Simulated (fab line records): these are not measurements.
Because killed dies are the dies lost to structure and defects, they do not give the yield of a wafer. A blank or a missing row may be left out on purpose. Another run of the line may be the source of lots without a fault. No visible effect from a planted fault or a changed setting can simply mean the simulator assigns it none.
Matching of chambers / flow nandHarc / NHARC_P_M2_DEP_33 on pecvd-03 has 3 sister chambers
The step deposits SiCN, target thk 30 nm. 3 wafers are shown with their chamber, then 7 later ones without.

## EACH WAFER AND ITS CHAMBER
wafer=L116.5; chamber=2; heaterPowerW (W)=449
wafer=L121.2; chamber=0; heaterPowerW (W)=509
wafer=L121.3; chamber=1; heaterPowerW (W)=500

## WAFERS WHOSE CHAMBER IS MISSING
wafer=L121.6; heaterPowerW (W)=519
wafer=L122.2; heaterPowerW (W)=454
wafer=L122.3; heaterPowerW (W)=572
wafer=L122.4; heaterPowerW (W)=484
wafer=L124.2; heaterPowerW (W)=540
wafer=L124.5; heaterPowerW (W)=481
wafer=L124.6; heaterPowerW (W)=538

## WHICH CHAMBER EACH WENT THROUGH
wafer=L121.6; from the rows above=can't be placed: 0 or 1 or 2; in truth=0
wafer=L122.2; from the rows above=can't be placed: 2 or 1 or 0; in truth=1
wafer=L122.3; from the rows above=can't be placed: 0 or 1 or 2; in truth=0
wafer=L122.4; from the rows above=can't be placed: 1 or 0 or 2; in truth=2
wafer=L124.2; from the rows above=can't be placed: 0 or 1 or 2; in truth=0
wafer=L124.5; from the rows above=can't be placed: 1 or 0 or 2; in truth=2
wafer=L124.6; from the rows above=can't be placed: 0 or 1 or 2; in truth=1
Correct placement for 0 of the 7. From these rows, 7 cannot be placed; in 7 the true chamber is one of the candidates. 0 placed wrongly.
How it was worked out, from the rows above alone: a wafer's distance from a chamber is the root of the sum, over the readings, of the square of ((its reading less the chamber's mean) divided by the reading's scatter). The wafer belongs to the nearest chamber; if the next one is less than 2 further off, it can't be placed. The mean given for a chamber averages the wafers shown for that chamber. The scatter: with one shown wafer a chamber, the root of the mean of the squares of how far each hidden wafer lies from its nearest shown one.
